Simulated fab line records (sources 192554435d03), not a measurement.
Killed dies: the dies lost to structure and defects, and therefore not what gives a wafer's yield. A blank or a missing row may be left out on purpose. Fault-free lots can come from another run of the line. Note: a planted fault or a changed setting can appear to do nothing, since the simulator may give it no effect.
fab line records	flow n5Finfet
record lots=24	wafers=72	lastDay=19
route steps=1938 shown BEOL_M14@1771 BEOL_M15@1811 PASS1_DEP@1831 MIM_TOP@1836 MIM_TOP_LITHO@1849 PASSIVATION@1931
lots with no fault: from the same line, run without faults
startH: the number of hours between the record's first day and the start of the first shown wafer of the lot	waitH: how many hours have passed since the lot's step before this one	" same as the row above	L1.1+2: one row covering several wafers at once	- either no value or no given start	* or withheld: withheld	< > ~ a bound
route shown NAME@n: NAME is a module with steps in the file, n the number in the route of the first one	usual: mean and standard deviation over wafers with no fault	same: alike in all rows	chamber/n: place in a boat	sites: the reading at each site	_std_site: standard deviation of those values	_edge_site: mean of outer sites minus mean of inner sites	radiusMm: how far each site lies from the wafer's centre	mask NAME#n: copy n	behind: the last tool/chamber to shape the wafer	hold: why the lot went on hold/how many hours it stayed there/how the hold came to an end	device: whichever transistor did not switch (one of n, p or np)	end of line: tests of these same wafers at the route's end	a step without rows: its recipe alone	killed: count of dies lost to structure and defects at first sort (not the wafer's yield)	map: dies across one wafer; x = killed, . = not, _ = none there
set.NAME: the setting the step ran with; set.NAME@STEP: the setting that earlier step ran with	model.NAME: the simulator's own value behind a step, which no gauge read
the route's steps for a sample of lots (tables are steps, rows are wafers)
services: a tool's chamber out of use, with start hour (startH, from the record's first day; less than 0 if before it), hours out, and reason
## steps
# step N5_BEOL_M14_RS_MEAS_54
# recipe thkMeasGauge=four-point-probe	reads=Cu_of_BEOL_M14_ECD_47+Ta_of_BEOL_M14_SPUTTER_44+TaN_of_BEOL_M14_SPUTTER_43
# usual M14_RS=0.0335/0.0014
lot.wafer	tool	chamber	startH	waitH	M14_RS[ohm/sq]
L074.2	filmMetro-01	-	263.66	0.1	0.0351
L074.4	"	-	"	"	0.0347
L074.5	"	-	"	"	0.0326
L075.1	filmMetro-01	-	267.02	0.0	0.0327
L075.3	"	-	"	"	0.0354
L075.5	"	-	"	"	0.0330
L076.1	filmMetro-01	-	275.07	0.0	0.0347
L076.2	"	-	"	"	0.0334
L076.6	"	-	"	"	0.0360
L078.1	filmMetro-01	-	281.86	0.0	0.0348
L078.2	"	-	"	"	0.0333
L078.6	"	-	"	"	0.0333
L077.2	filmMetro-02	-	282.04	0.1	0.0311
L077.3	"	-	"	"	0.0330
L077.4	"	-	"	"	0.0344
L081.2	filmMetro-02	-	291.73	0.1	0.0343
L081.3	"	-	"	"	0.0358
L081.5	"	-	"	"	0.0308
L079.3	filmMetro-01	-	296.47	0.1	0.0325
L079.4	"	-	"	"	0.0357
L079.6	"	-	"	"	0.0328
L083.1	filmMetro-02	-	297.32	0.0	0.0344
L083.2	"	-	"	"	0.0360
L083.3	"	-	"	"	0.0334
L080.1	filmMetro-01	-	298.89	0.0	0.0346
L080.2	"	-	"	"	0.0334
L080.6	"	-	"	"	0.0332
L082.2	filmMetro-01	-	311.80	0.1	0.0325
L082.5	"	-	"	"	0.0324
L082.6	"	-	"	"	0.0338
L084.1	filmMetro-02	-	316.32	0.0	0.0345
L084.3	"	-	"	"	0.0337
L084.6	"	-	"	"	0.0314
L085.1	filmMetro-02	-	321.21	0.0	0.0345
L085.2	"	-	"	"	0.0356
L085.6	"	-	"	"	0.0346
L088.2	filmMetro-01	-	333.63	0.1	0.0325
L088.3	"	-	"	"	0.0345
L088.6	"	-	"	"	0.0343
L086.4	filmMetro-02	-	341.74	0.0	0.0350
L086.5	"	-	"	"	0.0328
L086.6	"	-	"	"	0.0348
L089.3	filmMetro-02	-	349.85	0.1	0.0324
L089.4	"	-	"	"	0.0323
L089.6	"	-	"	"	0.0352
L087.1	filmMetro-02	-	350.57	0.0	0.0345
L087.3	"	-	"	"	0.0323
L087.5	"	-	"	"	0.0333
L092.1	filmMetro-02	-	359.69	0.3	0.0352
L092.4	"	-	"	"	0.0333
L092.5	"	-	"	"	0.0312
L091.1	filmMetro-02	-	360.14	0.0	0.0351
L091.3	"	-	"	"	0.0327
L091.4	"	-	"	"	0.0355
L090.1	filmMetro-02	-	362.65	0.0	0.0350
L090.4	"	-	"	"	0.0324
L090.6	"	-	"	"	0.0325
L094.2	filmMetro-02	-	369.16	0.1	0.0320
L094.5	"	-	"	"	0.0329
L094.6	"	-	"	"	0.0347
L093.1	filmMetro-02	-	373.97	0.0	0.0328
L093.4	"	-	"	"	0.0311
L093.5	"	-	"	"	0.0357
L095.1	filmMetro-01	-	392.59	0.0	0.0328
L095.3	"	-	"	"	0.0319
L095.4	"	-	"	"	0.0326
L097.1	filmMetro-02	-	401.49	0.1	0.0341
L097.2	"	-	"	"	0.0340
L097.5	"	-	"	"	0.0339
L096.4	filmMetro-02	-	424.86	0.0	0.0342
L096.5	"	-	"	"	0.0313
L096.6	"	-	"	"	0.0354
# step N5_BEOL_M15_STRIP_36
# recipe chemistry=O2	powerW=600	tempC=60	pressureMtorr=30	rfFrequencyHz=6e+07	biasPowerW=0	overashFraction=0.3	o2FlowSccm=225
# usual drypumpMotorCurrentA=5.6/0.47	oesProductAu=0.83/0.099	rfVppV=3.7/0.89	showerheadPlenumPTorr=2.12/0.08	throttleValvePct=16.63/0.28
# same overashFraction=0.3
lot.wafer	tool	chamber	startH	waitH	drypumpMotorCurrentA	oesProductAu	rfHoursCounterH	rfVppV	showerheadPlenumPTorr	throttleValvePct
L074.2	rieDiel-05	0	266.43	0.1	6.4	0.68	218	2.7	2.16	17.04
L074.4	"	2	"	"	5.8	0.88	45	3.6	2.02	16.27
L074.5	"	0	"	"	6.5	0.69	-	3.6	2.16	17.06
L075.1	rieDiel-04	2	271.21	1.6	4.9	0.78	115	4.1	2.14	16.76
L075.3	"	1	"	"	6.2	1.05	0	2.7	2.26	16.67
L075.5	"	3	"	"	5.0	0.86	-	3.1	2.09	16.05
L076.1	rieDiel-04	1	282.39	4.8	6.2	0.98	4	3.0	2.26	16.65
L076.2	"	0	"	"	5.3	0.89	37	2.6	2.25	16.36
L076.6	"	2	"	"	4.9	0.78	-	4.8	2.14	16.80
L078.1	rieDiel-04	2	284.47	0.0	4.9	0.79	120	3.7	2.14	16.80
L078.2	"	3	"	"	5.0	0.84	61	3.6	2.09	16.04
L078.6	"	0	"	"	5.2	0.87	-	5.8	2.25	16.34
L077.2	rieDiel-05	1	287.04	2.4	5.5	0.66	244	3.4	2.05	16.72
L077.3	"	2	"	"	5.8	0.86	51	3.8	2.02	16.30
L077.4	"	3	"	"	5.3	0.92	12	2.7	2.08	16.76
L081.2	rieDiel-05	2	296.55	2.4	5.8	0.85	54	6.0	2.02	16.29
L081.3	"	0	"	"	6.5	0.68	228	3.5	2.16	17.09
L081.5	"	0	"	"	6.5	0.68	-	2.8	2.15	17.05
L079.3	rieDiel-04	3	302.29	3.3	5.0	0.83	67	3.9	2.09	16.09
L079.4	"	0	"	"	5.3	0.85	44	3.8	2.25	16.37
L079.6	"	1	"	"	6.2	0.96	-	4.1	2.26	16.67
L083.1	rieDiel-02	2	302.47	2.5	5.7	0.94	18	5.4	2.09	16.80
L083.2	"	3	"	"	5.4	0.82	72	4.6	2.22	16.55
L083.3	"	1	"	"	5.9	0.68	219	6.1	2.15	16.95
L080.1	rieDiel-05	2	305.44	4.0	5.8	0.85	57	2.9	2.02	16.32
L080.2	"	0	"	"	6.4	0.68	230	3.1	2.15	17.05
L080.6	"	1	"	"	5.5	0.66	-	2.1	2.04	16.77
L082.2	rieDiel-02	2	315.92	1.2	5.6	0.90	21	3.7	2.08	16.80
L082.5	"	2	"	"	5.7	0.90	-	3.2	2.08	16.82
L082.6	"	3	"	"	5.4	0.82	-	5.1	2.22	16.55
L084.1	rieDiel-02	2	319.49	0.6	5.7	0.89	22	2.3	2.08	16.78
L084.3	"	0	"	"	6.0	0.70	230	3.5	2.07	16.89
L084.6	"	1	"	"	5.9	0.70	-	3.2	2.15	16.97
L085.1	rieDiel-05	2	326.60	3.0	5.8	0.85	64	1.7	2.02	16.33
L085.2	"	0	"	"	6.5	0.69	237	3.5	2.15	17.06
L085.6	"	0	"	"	6.4	0.68	-	2.9	2.15	17.05
L088.2	rieDiel-05	0	337.50	1.2	6.5	0.67	240	3.3	2.15	17.02
L088.3	"	1	"	"	5.5	1.02	1	4.4	2.04	16.32
L088.6	"	2	"	"	5.7	0.84	-	4.0	2.02	16.29
L086.4	rieDiel-05	1	345.97	1.4	5.5	0.97	4	4.9	2.04	16.33
L086.5	"	0	"	"	6.4	0.66	-	3.3	2.15	17.06
L086.6	"	3	"	"	5.3	0.90	-	3.6	2.07	16.77
L089.3	rieDiel-04	2	352.73	0.3	4.9	0.75	141	4.4	2.13	16.80
L089.4	"	0	"	"	5.3	0.84	60	3.1	2.24	16.40
L089.6	"	1	"	"	6.1	0.92	-	4.3	2.25	16.69
L087.1	rieDiel-04	0	354.48	1.1	5.3	0.84	60	4.6	2.24	16.40
L087.3	"	3	"	"	5.0	0.83	82	2.3	2.08	16.09
L087.5	"	0	"	"	5.3	0.86	-	4.8	2.24	16.41
L092.1	rieDiel-05	2	363.61	1.1	5.8	0.82	76	5.6	2.01	16.36
L092.4	"	0	"	"	6.5	0.67	249	2.7	2.15	17.08
L092.5	"	0	"	"	6.5	0.66	-	3.3	2.15	17.06
L091.1	rieDiel-02	3	364.28	1.2	5.4	0.81	88	2.2	2.22	16.61
L091.3	"	2	"	"	5.6	0.88	35	3.5	2.08	16.85
L091.4	"	0	"	"	6.0	0.70	243	3.9	2.07	16.91
L090.1	rieDiel-05	3	366.70	0.7	5.3	0.89	34	2.8	2.07	16.81
L090.4	"	2	"	"	5.8	0.83	-	4.2	2.01	16.35
L090.6	"	1	"	"	5.5	0.96	-	4.3	2.04	16.36
L094.2	rieDiel-05	2	372.24	0.5	5.7	0.82	79	2.5	2.01	16.32
L094.5	"	3	"	"	5.3	0.89	-	4.2	2.07	16.81
L094.6	"	2	"	"	5.8	0.82	-	4.8	2.01	16.36
L093.1	rieDiel-04	1	379.85	2.9	6.2	0.91	35	4.6	2.25	16.72
L093.4	"	0	"	"	5.3	0.84	68	4.2	2.24	16.41
L093.5	"	0	"	"	5.2	0.83	-	3.1	2.24	16.37
L095.1	rieDiel-04	1	395.39	0.1	6.2	0.89	39	3.3	2.25	16.72
L095.3	"	2	"	"	4.9	0.75	153	4.3	2.12	16.82
L095.4	"	3	"	"	5.0	0.79	95	5.1	2.08	16.12
L097.1	rieDiel-04	2	404.33	0.0	4.9	0.76	155	2.6	2.12	16.85
L097.2	"	1	"	"	6.2	0.91	41	3.1	2.25	16.72
L097.5	"	3	"	"	5.0	0.80	-	4.3	2.08	16.11
L096.4	rieDiel-02	2	428.26	0.4	5.7	0.86	-	3.5	2.07	16.88
L096.5	"	3	"	"	5.4	0.78	-	3.3	2.21	16.63
L096.6	"	0	"	"	6.0	0.98	-	3.4	2.06	16.48
# step N5_PASSIVATION_PECVD_00
# recipe material=SiO2	targetThkA=2000	tempC=400	precursor=SiH4/N2O	pressureTorr=2.7	rfW=608	timeS=11.2
# usual heaterPowerW=712/130	rfFwdPowerW=600.4/3	showerheadPlenumPTorr=8.20/0.082	throttleValvePct=49.2/2.5
lot.wafer	tool	chamber	startH	waitH	heaterPowerW	rfFwdPowerW	showerheadPlenumPTorr	throttleValvePct
L074.2	pecvd-03	1	269.87	0.7	884	606.5	8.27	51.9
L074.4	"	0	"	"	870	600.0	8.28	50.0
L074.5	"	1	"	"	894	606.6	8.24	51.7
L075.1	pecvd-03	0	274.57	0.8	841	602.3	8.25	50.1
L075.3	"	1	"	"	739	606.0	8.24	51.5
L075.5	"	2	"	"	622	601.1	8.23	44.5
L076.1	pecvd-01	2	285.78	0.8	856	596.9	8.13	46.4
L076.2	"	0	"	"	500	600.6	8.04	52.3
L076.6	"	2	"	"	850	599.1	8.11	46.3
L078.1	pecvd-01	0	287.63	0.8	519	601.9	8.05	52.5
L078.2	"	2	"	"	746	597.5	8.11	46.4
L078.6	"	2	"	"	785	599.1	8.12	46.4
L077.2	pecvd-01	2	289.99	0.7	809	601.1	8.12	46.5
L077.3	"	1	"	"	723	600.6	8.24	50.3
L077.4	"	1	"	"	732	603.5	8.27	50.0
L081.2	pecvd-02	0	300.22	0.7	600	597.2	8.29	50.4
L081.3	"	2	"	"	616	603.8	8.30	47.5
L081.5	"	0	"	"	616	596.1	8.30	50.8
L079.3	pecvd-03	2	305.25	0.5	547	598.1	8.25	44.5
L079.4	"	1	"	"	880	605.4	8.24	51.6
L079.6	"	2	"	"	562	596.4	8.22	44.3
L083.1	pecvd-01	1	305.53	0.8	754	600.8	8.26	50.1
L083.2	"	0	"	"	608	604.1	8.06	52.3
L083.3	"	2	"	"	749	595.6	8.11	46.8
L080.1	pecvd-01	0	308.35	0.8	550	600.5	8.02	52.2
L080.2	"	2	"	"	908	595.4	8.10	46.6
L080.6	"	2	"	"	902	596.0	8.11	46.2
L082.2	pecvd-02	1	319.11	0.7	475	602.4	8.10	51.1
L082.5	"	1	"	"	500	602.1	8.09	51.1
L082.6	"	0	"	"	600	595.9	8.28	51.0
L084.1	pecvd-03	1	322.41	0.8	772	603.8	8.25	51.7
L084.3	"	0	"	"	857	598.4	8.26	50.0
L084.6	"	2	"	"	667	597.0	8.25	44.6
L085.1	pecvd-02	0	329.69	0.8	703	594.4	8.30	50.8
L085.2	"	2	"	"	728	601.3	8.28	47.5
L085.6	"	1	"	"	566	601.7	8.11	51.3
L088.2	pecvd-03	0	340.45	0.7	913	601.2	8.28	49.9
L088.3	"	2	"	"	575	595.0	8.21	44.6
L088.6	"	2	"	"	586	596.3	8.22	44.6
L086.4	pecvd-02	0	349.59	0.4	696	598.2	8.29	50.8
L086.5	"	1	"	"	489	599.8	8.12	51.1
L086.6	"	0	"	"	699	598.0	8.28	50.6
L089.3	pecvd-01	1	355.75	0.5	735	605.3	8.23	50.1
L089.4	"	0	"	"	505	602.8	8.04	52.6
L089.6	"	1	"	"	736	603.2	8.24	50.1
L087.1	pecvd-03	2	357.63	0.8	675	596.8	8.23	44.6
L087.3	"	0	"	"	776	599.7	8.26	50.0
L087.5	"	2	"	"	690	596.2	8.22	44.3
L092.1	pecvd-01	2	366.51	0.8	811	597.8	8.13	46.8
L092.4	"	2	"	"	842	596.1	8.10	46.9
L092.5	"	1	"	"	701	599.8	8.24	50.1
L091.1	pecvd-02	2	367.87	0.8	610	607.1	8.29	47.8
L091.3	"	0	"	"	678	595.0	8.30	50.6
L091.4	"	0	"	"	674	595.6	8.28	50.7
L090.1	pecvd-01	1	370.11	0.8	636	603.0	8.23	50.4
L090.4	"	2	"	"	887	600.0	8.10	46.7
L090.6	"	0	"	"	632	600.3	8.05	52.8
L094.2	pecvd-01	0	375.23	0.7	631	600.6	8.06	52.8
L094.5	"	0	"	"	478	600.9	8.06	52.7
L094.6	"	1	"	"	687	604.2	8.25	49.9
L093.1	pecvd-03	1	382.76	0.8	836	601.0	8.27	52.0
L093.4	"	0	"	"	874	602.3	8.26	50.1
L093.5	"	2	"	"	635	596.2	8.23	44.6
L095.1	pecvd-01	1	398.81	0.8	649	601.0	8.26	49.9
L095.3	"	1	"	"	696	601.5	8.22	50.1
L095.4	"	2	"	"	839	596.6	8.12	46.8
L097.1	pecvd-03	2	407.16	0.8	665	601.3	8.23	44.6
L097.2	"	0	"	"	760	596.9	8.26	50.0
L097.5	"	0	"	"	797	598.0	8.26	49.7
L096.4	pecvd-03	0	432.51	0.4	892	600.9	8.27	49.8
L096.5	"	1	"	"	806	604.1	8.22	47.4
L096.6	"	2	"	"	642	601.8	8.22	44.9
# step N5_MIM_TOP_ALD_02
# recipe material=Al2O3	targetThkA=*	tempC=withheld	aldPrecursorFamily=TMA	aldCoReactant=O3	pulseTimeS=withheld	purgeTimeS=3	coReactantPurgeTimeS=withheld	coReactantPulseTimeS=3	aldCycles=withheld
# usual precursorPulseHeightRel=0.998/0.02
lot.wafer	tool	chamber	startH	waitH	precursorPulseHeightRel
L074.2	aldHk-01	0	-	-	0.999
L074.4	"	2	"	"	1.003
L074.5	"	3	"	"	0.978
L075.1	aldHk-02	2	-	-	0.968
L075.3	"	0	"	"	0.995
L075.5	"	2	"	"	1.002
L076.1	aldHk-02	0	-	-	1.032
L076.2	"	2	"	"	0.973
L076.6	"	0	"	"	0.979
L078.1	aldHk-03	1	-	-	0.937
L078.2	"	0	"	"	1.021
L078.6	"	3	"	"	0.983
L077.2	aldHk-03	0	-	-	0.996
L077.3	"	2	"	"	1.001
L077.4	"	1	"	"	0.980
L081.2	aldHk-03	2	-	-	1.010
L081.3	"	0	"	"	1.040
L081.5	"	2	"	"	1.004
L079.3	aldHk-01	1	-	-	1.010
L079.4	"	2	"	"	1.015
L079.6	"	3	"	"	0.995
L083.1	aldHk-02	3	-	-	0.993
L083.2	"	0	"	"	1.002
L083.3	"	1	"	"	0.993
L080.1	aldHk-02	2	-	-	0.979
L080.2	"	1	"	"	0.985
L080.6	"	2	"	"	0.996
L082.2	aldHk-03	2	-	-	1.003
L082.5	"	3	"	"	0.995
L082.6	"	2	"	"	0.986
L084.1	aldHk-01	2	-	-	1.004
L084.3	"	3	"	"	0.983
L084.6	"	0	"	"	1.030
L085.1	aldHk-03	1	-	-	0.995
L085.2	"	3	"	"	1.027
L085.6	"	0	"	"	0.999
L088.2	aldHk-02	2	-	-	1.016
L088.3	"	3	"	"	1.012
L088.6	"	2	"	"	1.001
L086.4	aldHk-02	2	-	-	0.992
L086.5	"	3	"	"	0.993
L086.6	"	0	"	"	0.998
L089.3	aldHk-03	1	-	-	0.998
L089.4	"	0	"	"	0.982
L089.6	"	1	"	"	1.023
L087.1	aldHk-02	3	-	-	1.003
L087.3	"	2	"	"	0.999
L087.5	"	2	"	"	0.971
L092.1	aldHk-03	1	-	-	1.014
L092.4	"	3	"	"	1.019
L092.5	"	3	"	"	1.029
L091.1	aldHk-01	2	-	-	1.011
L091.3	"	3	"	"	0.965
L091.4	"	0	"	"	0.973
L090.1	aldHk-03	1	-	-	0.985
L090.4	"	2	"	"	0.996
L090.6	"	2	"	"	1.012
L094.2	aldHk-02	2	-	-	0.992
L094.5	"	3	"	"	1.011
L094.6	"	0	"	"	1.000
L093.1	aldHk-03	1	-	-	0.940
L093.4	"	0	"	"	1.032
L093.5	"	3	"	"	1.006
L095.1	aldHk-03	1	-	-	0.976
L095.3	"	0	"	"	0.976
L095.4	"	3	"	"	1.035
L097.1	aldHk-03	2	-	-	0.970
L097.2	"	0	"	"	0.982
L097.5	"	2	"	"	0.990
L096.4	aldHk-02	1	-	-	0.989
L096.5	"	2	"	"	1.030
L096.6	"	1	"	"	0.996
# step N5_MIM_TOP_LITHO_INSPECT_12
# recipe mode=adi	inspectInstrument=macro
# usual rawDefectCount=2.0/1.6
lot.wafer	tool	chamber	startH	waitH	rawDefectCount
L074.2	defectInspect-02	-	273.24	0.0	3
L074.4	"	-	"	"	3
L074.5	"	-	"	"	2
L075.1	defectInspect-02	-	276.15	0.0	1
L075.3	"	-	"	"	4
L075.5	"	-	"	"	1
L076.1	defectInspect-01	-	288.14	0.0	2
L076.2	"	-	"	"	1
L076.6	"	-	"	"	0
L078.1	defectInspect-01	-	290.95	0.0	2
L078.2	"	-	"	"	1
L078.6	"	-	"	"	1
L077.2	defectInspect-02	-	295.29	0.0	1
L077.3	"	-	"	"	1
L077.4	"	-	"	"	1
L081.2	defectInspect-02	-	303.97	0.0	3
L081.3	"	-	"	"	2
L081.5	"	-	"	"	4
L079.3	defectInspect-01	-	307.62	0.0	1
L079.4	"	-	"	"	5
L079.6	"	-	"	"	2
L083.1	defectInspect-02	-	309.67	0.0	3
L083.2	"	-	"	"	1
L083.3	"	-	"	"	1
L080.1	defectInspect-01	-	311.36	0.0	2
L080.2	"	-	"	"	0
L080.6	"	-	"	"	3
L082.2	defectInspect-02	-	321.09	0.0	3
L082.5	"	-	"	"	1
L082.6	"	-	"	"	1
L084.1	defectInspect-01	-	327.24	0.0	2
L084.3	"	-	"	"	1
L084.6	"	-	"	"	4
L085.1	defectInspect-02	-	332.65	0.0	0
L085.2	"	-	"	"	2
L085.6	"	-	"	"	4
L088.2	defectInspect-02	-	343.84	0.0	1
L088.3	"	-	"	"	4
L088.6	"	-	"	"	1
L086.4	defectInspect-01	-	353.72	0.3	2
L086.5	"	-	"	"	3
L086.6	"	-	"	"	2
L089.3	defectInspect-02	-	359.65	0.0	1
L089.4	"	-	"	"	1
L089.6	"	-	"	"	1
L087.1	defectInspect-02	-	360.58	0.0	5
L087.3	"	-	"	"	2
L087.5	"	-	"	"	2
L092.1	defectInspect-01	-	368.44	0.0	0
L092.4	"	-	"	"	1
L092.5	"	-	"	"	6
L091.1	defectInspect-01	-	372.76	0.0	5
L091.3	"	-	"	"	1
L091.4	"	-	"	"	1
L090.1	defectInspect-01	-	373.79	0.0	0
L090.4	"	-	"	"	2
L090.6	"	-	"	"	1
L094.2	defectInspect-01	-	376.78	0.0	6
L094.5	"	-	"	"	3
L094.6	"	-	"	"	1
L093.1	defectInspect-01	-	384.34	0.0	5
L093.4	"	-	"	"	1
L093.5	"	-	"	"	5
L095.1	defectInspect-01	-	400.75	0.3	1
L095.3	"	-	"	"	2
L095.4	"	-	"	"	0
L097.1	defectInspect-01	-	408.73	0.0	4
L097.2	"	-	"	"	0
L097.5	"	-	"	"	0
L096.4	defectInspect-01	-	435.36	0.0	2
L096.5	"	-	"	"	0
L096.6	"	-	"	"	1
# step N5_PASSIVATION_STRIP_48
# recipe chemistry=O2	powerW=600	tempC=60	pressureMtorr=30	rfFrequencyHz=6e+07	biasPowerW=0	overashFraction=0.5	o2FlowSccm=225
# usual drypumpMotorCurrentA=5.9/0.43	oesProductAu=0.78/0.086	rfVppV=3.5/2.2	showerheadPlenumPTorr=2.09/0.06	throttleValvePct=16.72/0.25
# same overashFraction=0.5
lot.wafer	tool	chamber	startH	waitH	drypumpMotorCurrentA	oesProductAu	rfHoursCounterH	rfVppV	showerheadPlenumPTorr	throttleValvePct
L075.1	rieDiel-06	0	285.01	0.1	5.7	0.75	158	6.0	2.19	16.79
L075.3	"	3	"	"	5.3	0.81	75	0.5	2.13	16.78
L075.5	"	2	"	"	5.4	0.71	-	0.9	2.07	16.68
L074.2	rieDiel-01	2	285.56	0.1	6.2	0.85	70	3.6	2.13	16.88
L074.4	"	1	"	"	6.0	0.67	210	5.2	1.97	16.69
L074.5	"	0	"	"	6.5	0.74	-	0	2.17	16.82
L076.1	rieDiel-03	2	294.84	0.1	5.4	0.70	220	0.6	2.04	16.43
L076.2	"	1	"	"	5.5	0.79	111	2.9	2.11	16.93
L076.6	"	0	"	"	6.1	0.69	-	2.1	2.11	17.31
L078.1	rieDiel-06	3	298.23	0.1	5.2	0.78	79	1.4	2.12	16.77
L078.2	"	0	"	"	5.7	0.75	162	3.8	2.19	16.75
L078.6	"	2	"	"	5.4	0.70	-	5.2	2.07	16.66
L077.2	rieDiel-06	2	305.59	0.1	5.4	0.68	238	2.0	2.07	16.71
L077.3	"	0	"	"	5.8	0.77	165	2.9	2.19	16.76
L077.4	"	3	"	"	5.3	0.83	82	6.8	2.12	16.63
L081.2	rieDiel-06	0	313.11	0.1	5.8	0.79	168	7.4	2.18	16.82
L081.3	"	2	"	"	5.4	0.70	241	3.3	2.07	16.69
L081.5	"	2	"	"	5.4	0.69	-	4.4	2.07	16.83
L079.3	rieDiel-01	0	317.48	0.1	6.5	0.74	192	1.3	2.17	16.82
L079.4	"	3	"	"	6.2	0.92	15	2.6	2.07	16.71
L079.6	"	3	"	"	6.1	0.95	-	1.8	2.07	16.75
L083.1	rieDiel-06	3	317.65	0.1	5.2	0.76	84	0.9	2.12	16.73
L083.2	"	1	"	"	6.4	0.94	27	7.0	2.11	16.32
L083.3	"	2	"	"	5.4	0.69	243	3.0	2.06	16.59
L080.1	rieDiel-06	0	318.24	0.1	5.7	0.75	170	6.4	2.18	16.82
L080.2	"	1	"	"	6.5	0.95	27	6.2	2.11	16.39
L080.6	"	1	"	"	6.6	0.88	-	3.7	2.11	16.43
L082.2	rieDiel-03	3	329.22	0.1	6.3	0.81	128	1.6	2.00	16.36
L082.5	"	3	"	"	6.3	0.81	-	3.7	2.00	16.31
L082.6	"	2	"	"	5.4	0.70	-	1.4	2.04	16.46
L084.1	rieDiel-03	3	334.81	0.1	6.3	0.84	130	4.4	2.00	16.28
L084.3	"	2	"	"	5.4	0.70	232	4.0	2.04	16.43
L084.6	"	1	"	"	5.4	0.75	-	5.6	2.11	16.94
L085.1	rieDiel-03	1	339.94	0.1	5.4	0.76	127	3.0	2.11	16.94
L085.2	"	3	"	"	6.3	0.78	132	4.6	2.00	16.29
L085.6	"	0	"	"	6.1	0.64	-	3.8	2.11	17.25
L088.2	rieDiel-01	3	351.21	0.1	6.1	0.96	21	3.2	2.07	16.75
L088.3	"	1	"	"	5.9	0.67	233	3.6	1.96	16.72
L088.6	"	2	"	"	6.2	0.83	-	0.4	2.12	16.80
L086.4	rieDiel-03	3	361.61	0.1	6.3	0.79	140	5.5	1.99	16.32
L086.5	"	0	"	"	6.1	0.68	-	3.9	2.10	17.27
L086.6	"	3	"	"	6.3	0.80	-	1.0	2.00	16.27
L087.1	rieDiel-06	1	368.97	0.1	6.5	0.89	49	9.9	2.10	16.42
L087.3	"	0	"	"	5.7	0.71	192	3.6	2.18	16.86
L087.5	"	0	"	"	5.7	0.75	-	4.6	2.18	16.84
L089.3	rieDiel-06	3	370.05	0.1	5.3	0.75	106	7.3	2.12	16.71
L089.4	"	3	"	"	5.3	0.75	-	0.8	2.12	16.75
L089.6	"	1	"	"	6.5	0.86	-	0.8	2.10	16.50
L092.1	rieDiel-03	1	376.05	0.1	5.5	0.78	138	4.4	2.11	16.98
L092.4	"	2	"	"	5.4	0.68	244	3.5	2.03	16.44
L092.5	"	2	"	"	5.4	0.68	-	5.7	2.03	16.45
L091.1	rieDiel-01	3	379.51	0.1	6.1	0.88	32	1.7	2.07	16.77
L091.3	"	0	"	"	6.5	0.74	207	5.9	2.16	16.92
L091.4	"	1	"	"	5.9	0.68	244	6.7	1.96	16.74
L090.1	rieDiel-06	1	383.44	0.1	6.5	0.89	55	0.7	2.10	16.48
L090.4	"	3	"	"	5.3	0.78	-	3.0	2.11	16.77
L090.6	"	0	"	"	5.7	0.74	-	5.8	2.17	16.80
L094.2	rieDiel-01	3	384.18	0.1	6.2	0.87	34	4.0	2.07	16.74
L094.5	"	3	"	"	6.1	0.89	-	4.3	2.07	16.80
L094.6	"	2	"	"	6.2	0.81	-	4.8	2.12	16.86
L093.1	rieDiel-01	2	393.84	0.1	6.2	0.82	111	5.0	2.12	16.87
L093.4	"	1	"	"	6.0	0.68	249	0.3	1.96	16.77
L093.5	"	1	"	"	5.9	0.67	-	3.4	1.96	16.81
L095.1	rieDiel-06	1	408.06	0.1	6.5	0.85	65	6.4	2.09	16.50
L095.3	"	0	"	"	5.7	0.74	208	4.4	2.17	16.84
L095.4	"	2	"	"	5.4	0.95	-	4.8	2.06	16.38
L097.1	rieDiel-01	2	416.89	0.1	6.2	0.78	120	2.6	2.12	16.90
L097.2	"	0	"	"	6.5	0.73	220	3.0	2.16	16.92
L097.5	"	2	"	"	6.2	0.81	-	1.1	2.12	16.94
L096.4	rieDiel-06	3	445.32	0.1	5.2	0.74	133	2.7	2.11	16.84
L096.5	"	2	"	"	5.4	0.94	-	3.9	2.06	16.38
L096.6	"	1	"	"	6.5	0.81	-	5.9	2.09	16.51
## services
tool	chamber	startH	hours	kind
pecvd-02	-	256.38	0.4	repair
pecvd-01	-	262.33	14.6	pm
rieDiel-02	2	266.68	5.1	repair
rieDiel-06	3	307.81	6.7	repair
pecvd-02	2	316.73	9.6	repair
rieDiel-05	-	319.34	2.8	pm
rieDiel-04	0	324.21	1.2	repair
rieDiel-01	3	330.01	15.9	repair
rieDiel-02	-	330.92	3.4	repair
pecvd-03	1	334.05	5.2	repair
rieDiel-06	2	338.04	-	clean
rieDiel-01	0	343.02	22.2	repair
pecvd-02	2	347.48	3.2	repair
rieDiel-06	2	359.48	33.0	repair
pecvd-03	-	369.76	1.0	repair
pecvd-03	-	370.96	1.7	repair
pecvd-02	2	381.79	16.6	repair
aldHk-02	-	385.98	2.4	repair
pecvd-02	1	391.10	3.5	repair
rieDiel-01	3	402.61	1.9	repair
rieDiel-06	3	402.89	5.8	repair
rieDiel-05	2	405.28	21.1	repair
rieDiel-06	2	409.65	23.8	repair
rieDiel-02	-	417.06	2.8	pm
## key
fault none
